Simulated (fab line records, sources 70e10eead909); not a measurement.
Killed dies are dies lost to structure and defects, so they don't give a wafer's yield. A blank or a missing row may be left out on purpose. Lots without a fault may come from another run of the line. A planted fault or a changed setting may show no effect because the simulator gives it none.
Which tool did it? | flow nand_harc | 11 lots, 33 wafers sampled, at 7 steps of a route of 1302

WHAT THE GAUGES READ, wafer by wafer
NHARC_P_GATE_OVL_MEAS_27. Usual: overlay_x_nm 0.1 nm, standard deviation 0.79; overlay_y_nm 0.0 nm, standard deviation 1.1.
lot  | measured     | on         | overlay_x_nm (nm) | overlay_y_nm (nm) | flag
L927 | day 5 06:29  | overlay-02 | 1.2 1.3 2.0       | 0.1 -0.3 0.2      |
L929 | day 6 01:46  | overlay-01 | -0.5 -0.3 -0.7    | 0.9 1.2 0.7       |
L931 | day 6 13:41  | overlay-02 | 0.0 -0.9 0.2      | 0.1 0.5 0.3       |
L939 | day 10 05:17 | overlay-01 | -1.2 -0.9 -1.1    | 2.4 2.1 2.1       |
L942 | day 11 06:13 | overlay-02 | 0.8 0.7 1.3       | 1.3 0.7 1.0       |
L941 | day 11 06:52 | overlay-02 | -0.6 -0.8 -0.1    | 0.4 0.7 0.7       |
L943 | day 11 18:07 | overlay-02 | 0.1 0.7 0.6       | -1.6 -2.0 -1.3    |
L944 | day 11 22:58 | overlay-01 | 1.3 1.3 1.5       | -1.9 -1.1 -2.0    |
L946 | day 13 02:16 | overlay-01 | -0.1 -0.6 -0.8    | -0.7 0.0 -0.8     |
L947 | day 13 09:15 | overlay-01 | 0.9 0.9 0.9       | 1.5 1.8 1.7       |
L950 | day 14 12:18 | overlay-01 | 0.3 -0.1 0.3      | 0.1 0.7 0.3       |

NHARC_P_GATE_INSPECT_28. Usual: raw_defect_count 6.4, standard deviation 2.9.
lot  | measured     | on                | raw_defect_count | flag
L927 | day 5 06:31  | defect_inspect-01 | 1 7 9            |
L929 | day 6 01:48  | defect_inspect-02 | 293 274 251      | OFF
L931 | day 6 13:43  | defect_inspect-02 | 303 255 241      | OFF
L939 | day 10 05:20 | defect_inspect-02 | 8 10 6           |
L942 | day 11 06:15 | defect_inspect-02 | 6 11 6           |
L941 | day 11 06:54 | defect_inspect-01 | 3 8 4            |
L943 | day 11 18:09 | defect_inspect-01 | 2 7 3            |
L944 | day 11 23:01 | defect_inspect-02 | 7 9 9            |
L946 | day 13 02:19 | defect_inspect-02 | 10 9 4           |
L947 | day 13 09:17 | defect_inspect-01 | 13 3 3           |
L950 | day 14 12:20 | defect_inspect-02 | 6 11 7           |

NHARC_P_GATE_INSPECT_68. Usual: raw_defect_count 199, standard deviation 64.
lot  | measured     | on                | raw_defect_count | flag
L927 | day 6 00:49  | defect_inspect-01 | 127 72 262       |
L929 | day 6 20:10  | defect_inspect-01 | 502 529 476      | OFF
L931 | day 7 11:28  | defect_inspect-02 | 486 410 393      | OFF
L939 | day 10 23:42 | defect_inspect-01 | 223 275 281      |
L942 | day 12 00:41 | defect_inspect-01 | 238 330 198      |
L941 | day 12 01:31 | defect_inspect-01 | 183 180 125      |
L943 | day 12 12:24 | defect_inspect-01 | 175 134 143      |
L944 | day 12 17:10 | defect_inspect-01 | 156 161 235      |
L946 | day 13 22:44 | defect_inspect-01 | 181 220 122      |
L947 | day 14 03:50 | defect_inspect-02 | 146 307 217      |
L950 | day 15 07:13 | defect_inspect-01 | 189 182 267      |

NHARC_END_SORT_01. Usual: killed_at_array 56, standard deviation 18; killed_at_other 1.4, standard deviation 1.5; killed_at_periphery 4, standard deviation 3.1; killed_dies 61, standard deviation 19; killed_open 3.5, standard deviation 1.8; killed_short 2.4, standard deviation 1.4.
lot  | measured     | on        | killed_at_array | killed_at_other | killed_at_periphery | killed_dies | killed_open | killed_short | flag
L929 | day 25 16:57 | prober-01 | 59 52 53        | 2 3 1           | 51 58 54            | 112 113 108 | 3 7 3       | 1 1 2        | OFF
L931 | day 26 00:58 | prober-02 | 71 58 64        | 1 2 6           | 52 48 49            | 124 108 119 | 2 2 4       | 2 2 1        | OFF

WHICH TOOL RAN EACH LOT (tool, then ch and the chambers of the sampled wafers, then the start)
lot  | NHARC_P_GATE_HM_DEP_102       | NHARC_P_GATE_ETCH_104              | NHARC_P_GATE_STRIP_108
L927 | acl_dep-01 ch 0, day 5 05:16  | rie_diel-09 ch 0,1,3, day 5 06:40  | rie_diel-10 ch 0,2, day 5 07:12
L929 | acl_dep-01 ch 0, day 6 00:21  | rie_diel-10 ch 0,1,2, day 6 01:57  | rie_diel-09 ch 0,1, day 6 02:31
L931 | acl_dep-01 ch 0, day 6 12:16  | rie_diel-09 ch 1,2,3, day 6 13:52  | rie_diel-10 ch 0,1,2, day 6 14:26
L939 | acl_dep-01 ch 0, day 10 03:58 | rie_diel-09 ch 0,1, day 10 05:28   | rie_diel-09 ch 0,1, day 10 06:01
L942 | acl_dep-01 ch 0, day 11 05:00 | rie_diel-04 ch 1,2,3, day 11 06:24 | rie_diel-04 ch 0,1,3, day 11 07:00
L941 | acl_dep-01 ch 0, day 11 05:26 | rie_diel-09 ch 0,2,3, day 11 07:15 | rie_diel-04 ch 0,1,2, day 11 07:50
L943 | acl_dep-01 ch 0, day 11 16:41 | rie_diel-10 ch 1,2,3, day 11 18:18 | rie_diel-04 ch 2,3, day 11 18:50
L944 | acl_dep-01 ch 0, day 11 21:45 | rie_diel-09 ch 0,2, day 11 23:09   | rie_diel-04 ch 1,2,3, day 11 23:41
L946 | acl_dep-01 ch 0, day 13 01:09 | rie_diel-09 ch 1,2, day 13 02:27   | rie_diel-04 ch 0,2,3, day 13 03:02
L947 | acl_dep-03 ch 0, day 13 07:55 | rie_diel-10 ch 1,2,3, day 13 09:26 | rie_diel-09 ch 0,1,3, day 13 09:59
L950 | acl_dep-01 ch 0, day 14 10:49 | rie_diel-10 ch 0,2,3, day 14 12:29 | rie_diel-10 ch 0,1, day 14 13:28
- NHARC_P_GATE_HM_DEP_102: deposits aC, target thk 120 nm.
- NHARC_P_GATE_ETCH_104: etches the open film in CF4/CHF3, target depth 60 nm.
- NHARC_P_GATE_STRIP_108: strips in O2.

WHAT THE TOOLS THEMSELVES READ (means of the sampled wafers that have a number; where no wafer has one, the mark that the record gives instead)
NHARC_P_GATE_HM_DEP_102. Usual: throttle_valve_pct 35.000 %, standard deviation 0.0096.
lot  | tool       | throttle_valve_pct (%) | flag
L927 | acl_dep-01 | 35.004                 |
L929 | acl_dep-01 | 35.002                 |
L931 | acl_dep-01 | 34.995                 |
L939 | acl_dep-01 | 34.993                 |
L942 | acl_dep-01 | 35.007                 |
L941 | acl_dep-01 | 34.994                 |
L943 | acl_dep-01 | 35.001                 |
L944 | acl_dep-01 | 35.002                 |
L946 | acl_dep-01 | 35.000                 |
L947 | acl_dep-03 | 34.997                 |
L950 | acl_dep-01 | 35.003                 |

NHARC_P_GATE_ETCH_104. Usual: drypump_motor_current_A 5.7 A, standard deviation 0.45; oes_product_au 0.952 a.u., standard deviation 0.024; rf_vpp_V 371.3 V, standard deviation 2; showerhead_plenum_p_Torr 1.59 Torr, standard deviation 0.054; throttle_valve_pct 16.802 %, standard deviation 0.0095.
lot  | tool        | drypump_motor_current_A (A) | oes_product_au (a.u.) | rf_vpp_V (V) | showerhead_plenum_p_Torr (Torr) | throttle_valve_pct (%) | flag
L927 | rie_diel-09 | 6.1                         | 0.922                 | 371.3        | 1.62                            | 16.800                 |
L929 | rie_diel-10 | 5.5                         | 0.935                 | 370.6        | 1.59                            | 16.807                 |
L931 | rie_diel-09 | 6.2                         | 0.930                 | 370.6        | 1.58                            | 16.805                 |
L939 | rie_diel-09 | 6.0                         | 0.924                 | 372.8        | 1.62                            | 16.814                 |
L942 | rie_diel-04 | 5.7                         | 0.964                 | 371.2        | 1.60                            | 16.798                 |
L941 | rie_diel-09 | 5.8                         | 0.960                 | 371.1        | 1.62                            | 16.808                 |
L943 | rie_diel-10 | 5.3                         | 0.981                 | 372.6        | 1.61                            | 16.806                 |
L944 | rie_diel-09 | 5.7                         | 0.977                 | 372.3        | 1.62                            | 16.802                 |
L946 | rie_diel-09 | 6.4                         | 0.952                 | 369.7        | 1.54                            | 16.811                 |
L947 | rie_diel-10 | 5.3                         | 0.989                 | 372.4        | 1.61                            | 16.804                 |
L950 | rie_diel-10 | 5.3                         | 0.976                 | 371.6        | 1.60                            | 16.799                 |

NHARC_P_GATE_STRIP_108. Usual: drypump_motor_current_A 5.7 A, standard deviation 0.44; oes_product_au 1.002 a.u., standard deviation 0.011; rf_vpp_V 57.9 V, standard deviation 0.83; showerhead_plenum_p_Torr 3.57 Torr, standard deviation 0.12; throttle_valve_pct 17.037 %, standard deviation 0.0095.
lot  | tool        | drypump_motor_current_A (A) | oes_product_au (a.u.) | rf_vpp_V (V) | showerhead_plenum_p_Torr (Torr) | throttle_valve_pct (%) | flag
L927 | rie_diel-10 | 5.5                         | 1.003                 | 57.7         | 3.56                            | 17.031                 |
L929 | rie_diel-09 | 6.0                         | 1.010                 | 58.7         | 3.64                            | 17.037                 |
L931 | rie_diel-10 | 5.5                         | 1.023                 | 58.0         | 3.57                            | 17.035                 |
L939 | rie_diel-09 | 6.4                         | 0.996                 | 58.8         | 3.54                            | 17.028                 |
L942 | rie_diel-04 | 5.6                         | 1.000                 | 59.0         | 3.62                            | 17.031                 |
L941 | rie_diel-04 | 5.8                         | 0.996                 | 57.8         | 3.57                            | 17.040                 |
L943 | rie_diel-04 | 5.8                         | 0.995                 | 57.5         | 3.45                            | 17.033                 |
L944 | rie_diel-04 | 5.8                         | 0.996                 | 57.6         | 3.58                            | 17.043                 |
L946 | rie_diel-04 | 5.6                         | 0.995                 | 57.0         | 3.49                            | 17.047                 |
L947 | rie_diel-09 | 6.1                         | 0.994                 | 57.3         | 3.62                            | 17.046                 |
L950 | rie_diel-10 | 5.8                         | 1.011                 | 57.7         | 3.48                            | 17.029                 |

THE ANSWER, worked out from the rows above alone
Rule: a lot is off if the mean of its wafers that have a number lies more than 3 standard deviations from the usual mean. A lot without any number at a reading at which 4 lots or more have one is off too. The other lots that the step has rows for count as sound. The gauges are gone through in route order, then the tools' own readings, and for those a lot's mean is taken as printed above. The first step at which some lot is off is used, and at that step the reading that is off furthest; a lot without a number counts as furthest.
Off: L929, L931, at NHARC_P_GATE_INSPECT_28 (raw_defect_count).
A tool fits if, at a process step before that reading, it ran every lot that is off, and no sound lot after the first of them. The gauges at NHARC_P_GATE_INSPECT_28 aren't tried: what is off there is off at NHARC_END_SORT_01 too, on other tools, and a gauge's error can't cause that. None of those tried fits.

WHAT THE SIMULATOR HAD PUT IN
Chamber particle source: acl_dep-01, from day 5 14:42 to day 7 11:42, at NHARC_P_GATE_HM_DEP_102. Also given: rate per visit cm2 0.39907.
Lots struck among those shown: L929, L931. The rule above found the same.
